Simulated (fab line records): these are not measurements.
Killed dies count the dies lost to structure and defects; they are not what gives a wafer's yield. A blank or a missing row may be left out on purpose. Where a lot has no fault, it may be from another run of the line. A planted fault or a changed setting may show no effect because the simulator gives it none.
Matching of chambers -- flow n5Finfet -- N5_MOL_CONTACT_COAG_STRIP_98 on rieDiel-04 has 4 sister chambers
The step strips in N2/H2. 16 wafers are shown with their chamber, then 8 later ones without.

== WAFERS, EACH WITH ITS CHAMBER ==
wafer,chamber,drypumpMotorCurrentA (A),showerheadPlenumPTorr (Torr),throttleValvePct (%)
L074.2,3,6.03,3.59,18.7
L074.3,1,6.03,3.44,19.1
L074.6,3,6.05,3.59,18.7
L077.3,0,5.44,3.33,19.1
L077.5,3,6.05,3.59,18.8
L077.6,2,5.47,3.22,19.4
L079.2,3,6.04,3.58,18.8
L079.4,3,6.06,3.58,18.7
L079.6,1,6.07,3.44,19.1
L081.2,1,6.06,3.44,19.1
L081.3,3,6.02,3.58,18.7
L081.5,1,6.06,3.44,19.1
L086.2,3,6.03,3.57,18.7
L086.3,2,5.44,3.20,19.4
L086.4,1,6.05,3.43,18.6
L088.2,1,6.06,3.43,18.6

SIGNATURES (means of the wafers above)
reading,chamber 0,chamber 1,chamber 2,chamber 3,scatter within a chamber
drypumpMotorCurrentA,5.4400,6.0550,5.4550,6.0400,0.0147
showerheadPlenumPTorr,3.3300,3.4367,3.2100,3.5829,0.00751
throttleValvePct,19.100,18.933,19.400,18.729,0.17
Rule: for a wafer and a chamber, the distance is found by dividing, reading by reading, the gap between the wafer's reading and the chamber's mean by the reading's scatter, squaring, summing and taking the root. If the next closest chamber is less than 2 further off than the closest, the wafer can't be placed; otherwise it belongs to the closest. The scatter: take each reading less its chamber's mean, square it, sum over the shown wafers, divide by the number of wafers less the number of chambers, and take the root.

== WAFERS WHOSE CHAMBER IS MISSING ==
wafer,drypumpMotorCurrentA (A),showerheadPlenumPTorr (Torr),throttleValvePct (%)
L088.5,6.02,3.57,18.8
L088.6,5.44,3.20,19.4
L096.3,6.05,3.56,18.8
L096.5,6.05,3.56,18.8
L096.6,5.46,3.19,19.5
L097.1,6.06,3.42,18.7
L097.5,6.03,3.56,18.8
L097.6,5.46,3.19,19.4

== CHAMBER TAKEN BY EACH ==
wafer,from the rows above,in truth
L088.5,3,3
L088.6,2,2
L096.3,3,3
L096.5,3,3
L096.6,2,2
L097.1,1,1
L097.5,3,3
L097.6,2,2
Placed correctly: 8 of 8. From these rows, 0 cannot be placed. Placed wrongly: 0.
